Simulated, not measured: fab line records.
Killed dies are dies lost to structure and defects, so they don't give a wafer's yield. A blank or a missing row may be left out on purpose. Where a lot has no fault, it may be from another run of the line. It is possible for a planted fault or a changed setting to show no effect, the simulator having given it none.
fab line records	flow n5Finfet
[record] lots = 7	wafers = 39
route steps=1938 shown BEOL_M6@1239 BEOL_M7@1329 BEOL_M11@1554
startH: start of the lot's first displayed wafer, in hours after the record's first day	waitH: how many hours have passed since the lot's step before this one	" repeats the value in the row above	L1.1+2: several wafers, shown together as one row	- no value present, or no start provided	* or withheld: withheld	< > ~ a bound
route shown NAME@n: a module of which the file shows steps, and the number in the route of the first	usual: mean and standard deviation over wafers with no fault	same: alike in all rows	chamber/n: place in a boat	sites: readings site by site	_std_site: standard deviation of those values	_edge_site: outer sites' mean less inner sites'	radiusMm: for every site, how far away it sits from the centre of the wafer	mask NAME#n: copy n	behind: the most recent tool/chamber to have shaped the wafer	hold: cause of the lot's hold/its duration in hours/its outcome	device: whichever transistor did not switch (one of n, p or np)	end of line: the tests these same wafers got at the end of their route	step lacking rows: just its recipe	killed: at the first sort, the dies lost to defects and structure; wafer yield is something else	map: a wafer's dies, marking killed ones x, the rest . and places with no die _
set.NAME: the run value of the setting; set.NAME@STEP: its run value at that earlier step	model.NAME: the simulator's own value behind a step, which no gauge read
lots where settings were altered on purpose, with a table for each step and a row for each wafer
[[steps]]
[step N5_BEOL_M6_TRENCH_ETCH_37]
[recipe] chemistry = C4F6/O2	targetDepthA = 944.35	target = SiCOH_lowk	timeS = 31.5	ionEnergyEv = 250	pressureMtorr = 30	sourceW = 345	biasW = 185	Ar_flow_sccm = 300	C4F6_flow_sccm = 10	O2_flow_sccm = 10
lot.wafer	tool	chamber	startH	waitH	set.targetDepthA	model.BEOL_M6.featureDepthNm	model.etch.depthNm	model.TiN_of_BEOL_M6_HM_DEP_02.thkNm
L074.1	rieDiel-05	0	-	-	694.8	68	67.92	18.2
L074.2	"	1	"	"	694.8	68.6	68.52	17.8
L074.3	"	3	"	"	944.35	91.4	91.42	17.2
L074.4	"	2	"	"	944.35	91.6	91.63	17.2
L074.5	"	1	"	"	694.8	68.6	68.61	17.8
L074.6	"	0	"	"	944.35	92.2	92.16	17.8
L077.1	rieDiel-03	1	-	-	1432	140	139.9	15.4
L077.2	"	2	"	"	944.35	93.6	93.51	17
L077.3	"	0	"	"	944.35	93.8	93.86	17
L077.4	"	3	"	"	944.35	90.4	90.4	17.2
L077.5	"	0	"	"	1432	142.2	142.1	15.6
L077.6	"	1	"	"	1432	141.4	141.5	15.4
L080.2	rieDiel-03	2	-	-	944.35	95.2	95.14	16.8
L080.3	"	1	"	"	944.35	94	94.03	17.2
L080.6	"	1	"	"	944.35	93.6	93.58	17.4
L082.1	rieDiel-01	3	-	-	1203	120	120.1	16.2
L082.2	"	2	"	"	944.35	93.8	93.77	17.6
L082.3	"	1	"	"	944.35	93.8	93.8	17.2
L082.4	"	0	"	"	944.35	93.4	93.4	17.2
L082.5	"	0	"	"	1203	119.6	119.6	16.4
L082.6	"	3	"	"	1203	120	119.9	16.8
L088.1	rieDiel-03	0	-	-	944.35	94.4	94.31	17
L088.2	"	3	"	"	944.35	91.8	91.73	17.4
L088.3	"	1	"	"	944.35	93.2	93.19	17.6
L088.4	"	1	"	"	944.35	93.6	93.51	17.2
L088.5	"	3	"	"	944.35	91.2	91.3	17.6
L088.6	"	0	"	"	944.35	94.2	94.13	17
L095.1	rieDiel-05	2	-	-	944.35	94.6	94.69	17
L095.2	"	1	"	"	944.35	95.2	95.1	17.2
L095.3	"	3	"	"	944.35	97	97	17
L095.4	"	0	"	"	1189	116.4	116.5	16.2
L095.5	"	3	"	"	1189	122.4	122.5	16.4
L095.6	"	2	"	"	1189	119.2	119.2	16.4
L096.1	rieDiel-03	1	-	-	645.4	63.2	63.18	18
L096.2	"	2	"	"	944.35	98	97.95	17.2
L096.3	"	0	"	"	645.4	64.4	64.43	18.6
L096.4	"	0	"	"	944.35	95.2	95.3	17.2
L096.5	"	1	"	"	645.4	63.4	63.33	18.2
L096.6	"	2	"	"	944.35	97.6	97.66	17
[step N5_BEOL_M6_ETCH_41]
[recipe] chemistry = CH3F/O2	target = SiCN	targetDepthA = 297	taperDeg = 2	timeS = 52	ionEnergyEv = 120	maskMaterial = TiN	pressureMtorr = 30	sourceW = 395	biasW = 75	Ar_flow_sccm = 150	CH3F_flow_sccm = 30	O2_flow_sccm = 20
[step N5_BEOL_M6_STRIP_80]
[recipe] chemistry = N2/H2	timeS = 10	powerW = 450	tempC = 40	pressureMtorr = 20	rfFrequencyHz = 6e+07	biasPowerW = 7	n2FlowSccm = 200	h2FlowSccm = 200
[step N5_BEOL_M6_OCD_MEAS_38]
[usual] trenchDepthNm = 93.6/1.6
lot.wafer	tool	chamber	startH	waitH	set.targetDepthA@BEOL_M6_TRENCH_ETCH_37	trenchDepthNm
L074.1	ocd-02	-	190.60	-	694.8	68.2
L074.2	"	-	"	"	694.8	68.6
L074.3	"	-	"	"	944.35	91.4
L074.4	"	-	"	"	944.35	91.5
L074.5	"	-	"	"	694.8	68.7
L074.6	"	-	"	"	944.35	92.4
L077.1	ocd-02	-	203.82	-	1432	140.1
L077.2	"	-	"	"	944.35	93.0
L077.3	"	-	"	"	944.35	93.7
L077.4	"	-	"	"	944.35	90.3
L077.5	"	-	"	"	1432	142.1
L077.6	"	-	"	"	1432	141.6
L080.2	ocd-02	-	214.99	-	944.35	94.8
L080.3	"	-	"	"	944.35	93.8
L080.6	"	-	"	"	944.35	94.1
L082.1	ocd-02	-	233.50	-	1203	120.3
L082.2	"	-	"	"	944.35	93.4
L082.3	"	-	"	"	944.35	93.5
L082.4	"	-	"	"	944.35	93.6
L082.5	"	-	"	"	1203	119.9
L082.6	"	-	"	"	1203	119.7
L088.1	ocd-01	-	264.65	-	944.35	94.2
L088.2	"	-	"	"	944.35	91.4
L088.3	"	-	"	"	944.35	93.0
L088.4	"	-	"	"	944.35	93.6
L088.5	"	-	"	"	944.35	91.3
L088.6	"	-	"	"	944.35	94.5
L095.1	ocd-01	-	322.58	-	944.35	94.8
L095.2	"	-	"	"	944.35	95.4
L095.3	"	-	"	"	944.35	96.8
L095.4	"	-	"	"	1189	115.9
L095.5	"	-	"	"	1189	122.3
L095.6	"	-	"	"	1189	119.5
L096.1	ocd-01	-	338.55	-	645.4	63.1
L096.2	"	-	"	"	944.35	98.3
L096.3	"	-	"	"	645.4	64.4
L096.4	"	-	"	"	944.35	95.0
L096.5	"	-	"	"	645.4	63.0
L096.6	"	-	"	"	944.35	97.9
[step N5_BEOL_M6_HM_STRIP_39]
[recipe] chemistry = peroxideTinStrip	material = TiN	targetDepthA = 250	tempC = 50	timeS = 158
[step N5_BEOL_M6_SRD_40]
[recipe] timeS = 30	tempC = 23	rinseLiquid = diw	dry = ipaMarangoni
[step N5_BEOL_M6_ECD_50]
[recipe] material = Cu	targetThkA = 3000
[step N5_BEOL_M6_ANNEAL_51]
[recipe] tempC = 225	timeS = 90	ambient = N2
[step N5_BEOL_M6_CMP_52]
[recipe] stopOn = SiCOH_lowk	tOverpolishS = 6.9	downForcePsi = 1	platenRpm = 50	clearingPlatenDownForcePsi = 1.5	clearingPlatenRpm = 50	postCmpClean = cuAlkaline	targetThkNm = 80	clearingPlatenPadVelocityMS = 0.99484	padVelocityMS = 0.99484
lot.wafer	tool	chamber	startH	waitH	set.targetDepthA@BEOL_M6_TRENCH_ETCH_37	model.Cu_of_BEOL_M6_ECD_50.thkNm
L074.3	cmp-04	1	193.75	0.2	944.35	75.2
L074.1	"	2	"	"	694.8	54
L074.2	"	3	"	"	694.8	53.6
L074.4	"	0	"	"	944.35	76.8
L074.6	"	1	"	"	944.35	78
L074.5	"	2	"	"	694.8	53.4
L077.3	cmp-03	2	205.83	0.2	944.35	81.4
L077.4	"	3	"	"	944.35	78.4
L077.1	"	0	"	"	1432	126.4
L077.2	"	1	"	"	944.35	82.4
L077.5	"	2	"	"	1432	130.2
L077.6	"	3	"	"	1432	128.6
L080.3+6	cmp-02	1	216.94	0.2	944.35	79.2
L080.2	"	2	"	"	944.35	80
L082.3	cmp-02	0	235.47	0.2	944.35	78.6
L082.4	"	1	"	"	944.35	78.8
L082.2	"	2	"	"	944.35	77.4
L082.1	"	3	"	"	1203	102.8
L082.5	"	0	"	"	1203	104.2
L082.6	"	1	"	"	1203	105
L088.1	cmp-04	3	266.67	0.3	944.35	79.4
L088.2	"	0	"	"	944.35	75.6
L088.3	"	1	"	"	944.35	77.2
L088.4	"	2	"	"	944.35	80
L088.6	"	3	"	"	944.35	78.4
L088.5	"	0	"	"	944.35	76.2
L095.4	cmp-03	2	325.36	0.1	1189	103.2
L095.1	"	3	"	"	944.35	80.6
L095.3	"	0	"	"	944.35	83.6
L095.2	"	1	"	"	944.35	82.6
L095.5	"	2	"	"	1189	110.4
L095.6	"	3	"	"	1189	106.4
L096.3	cmp-04	0	342.40	0.2	645.4	50.4
L096.1	"	1	"	"	645.4	49.6
L096.4	"	2	"	"	944.35	82.4
L096.2	"	3	"	"	944.35	83.4
L096.5	"	0	"	"	645.4	48.2
L096.6	"	1	"	"	944.35	82.6
[step N5_BEOL_M6_THK_MEAS_53]
[recipe] thkMeasGauge = xrf	reads = Cu_of_BEOL_M6_ECD_50
[usual] M6_THK = 79.9/2.1
lot.wafer	tool	chamber	startH	waitH	set.targetDepthA@BEOL_M6_TRENCH_ETCH_37	M6_THK[nm]
L074.1	filmMetro-02	-	194.04	-	694.8	54.4
L074.2	"	-	"	"	694.8	54.2
L074.3	"	-	"	"	944.35	75.6
L074.4	"	-	"	"	944.35	77.0
L074.5	"	-	"	"	694.8	53.9
L074.6	"	-	"	"	944.35	78.5
L077.1	filmMetro-01	-	206.13	-	1432	127.8
L077.2	"	-	"	"	944.35	83.1
L077.3	"	-	"	"	944.35	81.9
L077.4	"	-	"	"	944.35	79.1
L077.5	"	-	"	"	1432	131.8
L077.6	"	-	"	"	1432	130.3
L080.2	filmMetro-02	-	217.19	-	944.35	80.7
L080.3	"	-	"	"	944.35	80.1
L080.6	"	-	"	"	944.35	79.8
L082.1	filmMetro-01	-	235.76	-	1203	103.8
L082.2	"	-	"	"	944.35	78.0
L082.3	"	-	"	"	944.35	79.0
L082.4	"	-	"	"	944.35	79.8
L082.5	"	-	"	"	1203	105.5
L082.6	"	-	"	"	1203	106.1
L088.1	filmMetro-02	-	266.97	-	944.35	80.3
L088.2	"	-	"	"	944.35	76.8
L088.3	"	-	"	"	944.35	78.1
L088.4	"	-	"	"	944.35	81.3
L088.5	"	-	"	"	944.35	76.9
L088.6	"	-	"	"	944.35	78.8
L095.1	filmMetro-01	-	325.66	-	944.35	80.2
L095.2	"	-	"	"	944.35	82.3
L095.3	"	-	"	"	944.35	83.6
L095.4	"	-	"	"	1189	103.2
L095.5	"	-	"	"	1189	110.2
L095.6	"	-	"	"	1189	106.9
L096.1	filmMetro-01	-	342.69	-	645.4	50.5
L096.2	"	-	"	"	944.35	85.6
L096.3	"	-	"	"	645.4	51.3
L096.4	"	-	"	"	944.35	83.9
L096.5	"	-	"	"	645.4	49.3
L096.6	"	-	"	"	944.35	84.1
[step N5_BEOL_M6_PRE_CLEAN_55]
[recipe] gas = NH3	timeS = 15	tempC = withheld	rfPowerW = 300
[step N5_BEOL_M6_DEP_56]
[recipe] material = SiCN	targetThkA = 100	tempC = withheld	precursor = 3MS/NH3	pressureTorr = 3	rfW = 202	timeS = 17.5
[step N5_BEOL_M6_RS_MEAS_57]
[recipe] thkMeasGauge = four-point-probe	reads = Cu_of_BEOL_M6_ECD_50+Co_of_BEOL_M6_CVD_78+TaN_of_BEOL_M6_ALD_77
[usual] M6_RS = 0.289/0.0087
lot.wafer	tool	chamber	startH	waitH	set.targetDepthA@BEOL_M6_TRENCH_ETCH_37	M6_RS[ohm/sq]
L074.1	filmMetro-01	-	194.17	0.1	694.8	0.459
L074.2	"	-	"	"	694.8	0.464
L074.3	"	-	"	"	944.35	0.307
L074.4	"	-	"	"	944.35	0.300
L074.5	"	-	"	"	694.8	0.465
L074.6	"	-	"	"	944.35	0.294
L077.1	filmMetro-01	-	206.26	0.1	1432	0.170
L077.2	"	-	"	"	944.35	0.276
L077.3	"	-	"	"	944.35	0.281
L077.4	"	-	"	"	944.35	0.293
L077.5	"	-	"	"	1432	0.164
L077.6	"	-	"	"	1432	0.166
L080.2	filmMetro-01	-	217.36	0.1	944.35	0.286
L080.3	"	-	"	"	944.35	0.290
L080.6	"	-	"	"	944.35	0.290
L082.1	filmMetro-01	-	235.89	0.1	1203	0.214
L082.2	"	-	"	"	944.35	0.297
L082.3	"	-	"	"	944.35	0.292
L082.4	"	-	"	"	944.35	0.291
L082.5	"	-	"	"	1203	0.211
L082.6	"	-	"	"	1203	0.209
L088.1	filmMetro-01	-	267.10	0.1	944.35	0.288
L088.2	"	-	"	"	944.35	0.305
L088.3	"	-	"	"	944.35	0.298
L088.4	"	-	"	"	944.35	0.285
L088.5	"	-	"	"	944.35	0.303
L088.6	"	-	"	"	944.35	0.293
L095.1	filmMetro-02	-	325.79	0.1	944.35	0.283
L095.2	"	-	"	"	944.35	0.275
L095.3	"	-	"	"	944.35	0.271
L095.4	"	-	"	"	1189	0.213
L095.5	"	-	"	"	1189	0.197
L095.6	"	-	"	"	1189	0.206
L096.1	filmMetro-02	-	342.83	0.1	645.4	0.512
L096.2	"	-	"	"	944.35	0.272
L096.3	"	-	"	"	645.4	0.501
L096.4	"	-	"	"	944.35	0.277
L096.5	"	-	"	"	645.4	0.530
L096.6	"	-	"	"	944.35	0.275
[step N5_BEOL_M7_DEP_56]
[recipe] material = SiCN	targetThkA = 100	tempC = withheld	precursor = 3MS/NH3	pressureTorr = 3	rfW = 202	timeS = 17.5
lot.wafer	tool	chamber	startH	waitH	set.targetThkA	model.SiCN_of_BEOL_M7_DEP_56.thkNm
L074.1	pecvd-02	0	203.06	0.0	100	10.2
L074.2	"	2	"	"	157.5	15.6
L074.3	"	1	"	"	157.5	15.8
L074.4	"	2	"	"	100	10
L074.5	"	1	"	"	100	10.4
L074.6	"	0	"	"	157.5	16.2
L077.1+3	pecvd-02	1,0	215.82	0.0	156.3	15.6
L077.2+6	"	2	"	"	100	10
L077.4	"	0	"	"	156.3	15.8
L077.5	"	1	"	"	100	10.4
L080.2+3	pecvd-03	0,1	224.58	0.0	100	9.6
L080.6	"	2	"	"	100	10
L082.1	pecvd-03	0	243.46	0.0	139.8	13.8
L082.2+4	"	2	"	"	139.8	14
L082.3+5+6	"	1,1,0	"	"	100	10
L088.1	pecvd-01	2	276.91	0.0	100	9.8
L088.2	"	1	"	"	118.7	11.6
L088.3	"	0	"	"	118.7	11.8
L088.4+5	"	1,0	"	"	100	10
L088.6	"	2	"	"	118.7	12
L095.1	pecvd-01	2	332.21	0.0	100	9.8
L095.2+6	"	0,1	"	"	127.9	12.8
L095.3	"	1	"	"	127.9	12.6
L095.4+5	"	2,0	"	"	100	10
L096.1+2+3+5	pecvd-02	2,1,0,1	351.40	0.0	100	10.2
L096.4+6	"	0,2	"	"	100	10.4
[step N5_BEOL_M11_ETCH_62]
[recipe] chemistry = N2/H2	target = SOC	targetDepthA = 1100	overetchA = 220	maskMaterial = SiARC	tempC = 40	timeS = 165	ionEnergyEv = 200	pressureMtorr = 30	sourceW = 840	biasW = 150	n2FlowSccm = 200	h2FlowSccm = 200
lot.wafer	tool	chamber	startH	waitH	set.timeS	model.etch.depthNm	model.SiARC_of_BEOL_M11_COAT_60.thkNm
L074.1	rieDiel-04	3	226.98	0.0	165	100.5	23.6
L074.2	"	1	"	"	106.1	81.4	26
L074.3	"	2	"	"	165	100.7	23.8
L074.4	"	0	"	"	106.1	80.62	26
L074.5	"	3	"	"	165	100.2	23.6
L074.6	"	0	"	"	106.1	81.1	26
L077.1	rieDiel-04	3	247.62	0.0	165	100.2	23.6
L077.2	"	0	"	"	165	100.3	23.8
L077.3+5+6	"	2,1,2	"	"	202	100.2	22.2
L077.4	"	1	"	"	165	100.5	23.8
L080.2	rieDiel-02	3	253.23	0.0	165	99.81	23.6
L080.3	"	2	"	"	165	99.94	23.6
L080.6	"	1	"	"	165	99.9	23.6
L082.1	rieDiel-02	3	268.84	0.0	115.6	93.67	25.4
L082.2	"	1	"	"	165	99.55	23.6
L082.3	"	2	"	"	165	99.81	23.6
L082.4	"	0	"	"	115.6	94.52	25.4
L082.5	"	0	"	"	165	99.35	23.4
L082.6	"	3	"	"	115.6	94.04	25.4
L088.1	rieDiel-06	1	299.77	0.0	165	100.2	23.8
L088.2+5	"	2,1	"	"	133.8	100.1	24.8
L088.3	"	0	"	"	165	100.4	23.4
L088.4	"	0	"	"	133.8	100.4	24.6
L088.6	"	2	"	"	165	100.4	23.6
L095.1	rieDiel-02	0	357.33	0.0	77.82	62.53	27
L095.2	"	1	"	"	165	100.3	23.6
L095.3	"	3	"	"	77.82	63.11	27.2
L095.4	"	1	"	"	165	100	23.8
L095.5	"	3	"	"	165	100.4	23.6
L095.6	"	0	"	"	77.82	62.19	27
L096.1	rieDiel-06	2	381.19	0.0	165	99.88	23.6
L096.2	"	1	"	"	165	99.96	23.6
L096.3	"	0	"	"	165	99.61	23.4
L096.4	"	3	"	"	165	100	23.6
L096.5+6	"	2,1	"	"	165	99.82	23.8
[step N5_BEOL_M11_STRIP_68]
[recipe] chemistry = N2/H2	tempC = 40	n2FlowSccm = 200	h2FlowSccm = 200	rfFrequencyHz = 6e+07
[step N5_BEOL_M11_STRIP_67]
[recipe] chemistry = CF4	resist = SiARC	powerW = 300	biasPowerW = 75	pressureMtorr = 50	cf4FlowSccm = 150	rfFrequencyHz = 6e+07
[step N5_BEOL_M11_HM_OPEN_17]
[recipe] chemistry = Cl2/BCl3	targetDepthA = 200	overetchA = 60	target = TiN	maskMaterial = SOC	ionEnergyEv = 150	pressureMtorr = 10	icpW = 1000	biasW = 126	Cl2_flow_sccm = 53.25	bcl3FlowSccm = 21.75	Ar_flow_sccm = 25
lot.wafer	tool	chamber	startH	waitH	set.timeS@BEOL_M11_ETCH_62	model.etch.depthNm
L074.1	rieMetal-01	0	227.17	0.0	165	20.03
L074.2	"	1	"	"	106.1	20.15
L074.3	"	1	"	"	165	20.23
L074.4	"	0	"	"	106.1	20.16
L074.5	"	1	"	"	165	20.24
L074.6	"	0	"	"	106.1	19.98
L077.1	rieMetal-01	0	247.81	0.0	165	20.12
L077.2	"	1	"	"	165	20.09
L077.3	"	1	"	"	202	16.4
L077.4	"	0	"	"	165	20.02
L077.5	"	1	"	"	202	16.45
L077.6	"	0	"	"	202	16.5
L080.2	rieMetal-02	0	253.41	0.0	165	20.24
L080.3	"	0	"	"	165	20.12
L080.6	"	0	"	"	165	20.26
L082.1	rieMetal-03	1	269.02	0.0	115.6	20.37
L082.2	"	0	"	"	165	20.06
L082.3	"	0	"	"	165	20.27
L082.4	"	1	"	"	115.6	20.53
L082.5	"	0	"	"	165	19.76
L082.6	"	1	"	"	115.6	20.28
L088.1	rieMetal-03	1	299.96	0.0	165	20.15
L088.2	"	0	"	"	133.8	20.24
L088.3	"	1	"	"	165	20.18
L088.4	"	0	"	"	133.8	19.97
L088.5	"	1	"	"	133.8	19.85
L088.6	"	0	"	"	165	20.2
L095.1	rieMetal-03	0	357.52	0.0	77.82	19.32
L095.2	"	1	"	"	165	19.59
L095.3	"	1	"	"	77.82	19.46
L095.4	"	0	"	"	165	19.45
L095.5	"	1	"	"	165	19.51
L095.6	"	0	"	"	77.82	19.5
L096.1	rieMetal-02	1	381.37	0.0	165	19.69
L096.2	"	0	"	"	165	20.03
L096.3	"	0	"	"	165	19.87
L096.4	"	1	"	"	165	19.7
L096.5	"	0	"	"	165	19.89
L096.6	"	1	"	"	165	19.93
[[key]]
[split] step = N5_BEOL_M6_TRENCH_ETCH_37	setting = targetDepthA	stated = 944.35	by = wafer
[response] step = N5_BEOL_M6_TRENCH_ETCH_37	reading = model.BEOL_M6.featureDepthNm	change = +0.952	per = 1%	r = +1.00
[response] step = N5_BEOL_M6_TRENCH_ETCH_37	reading = model.etch.depthNm	change = +0.953	per = 1%	r = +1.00
[response] step = N5_BEOL_M6_TRENCH_ETCH_37	reading = model.TiN_of_BEOL_M6_HM_DEP_02.thkNm	change = -0.0303	per = 1%	r = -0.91
[response] step = N5_BEOL_M6_OCD_MEAS_38	reading = trenchDepthNm	change = +0.957	per = 1%	r = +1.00
[response] step = N5_BEOL_M6_CMP_52	reading = model.Cu_of_BEOL_M6_ECD_50.thkNm	change = +0.944	per = 1%	r = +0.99
[response] step = N5_BEOL_M6_THK_MEAS_53	reading = M6_THK	change = +0.959	per = 1%	r = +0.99
[response] step = N5_BEOL_M6_RS_MEAS_57	reading = M6_RS	shape = bent	atLowest = 0.514	atStated = 0.288	atHighest = 0.167
[split] step = N5_BEOL_M7_DEP_56	setting = targetThkA	stated = 100	by = wafer
[response] step = N5_BEOL_M7_DEP_56	reading = model.SiCN_of_BEOL_M7_DEP_56.thkNm	change = +0.0987	per = 1%	r = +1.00
[split] step = N5_BEOL_M11_ETCH_62	setting = timeS	stated = 165	by = wafer
[response] step = N5_BEOL_M11_ETCH_62	reading = model.etch.depthNm	change = +0.489	per = 1%	r = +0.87
[response] step = N5_BEOL_M11_ETCH_62	reading = model.SiARC_of_BEOL_M11_COAT_60.thkNm	change = -0.0643	per = 1%	r = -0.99
[response] step = N5_BEOL_M11_HM_OPEN_17	reading = model.etch.depthNm	shape = bent	atLowest = 19.43	atStated = 19.98	atHighest = 16.45
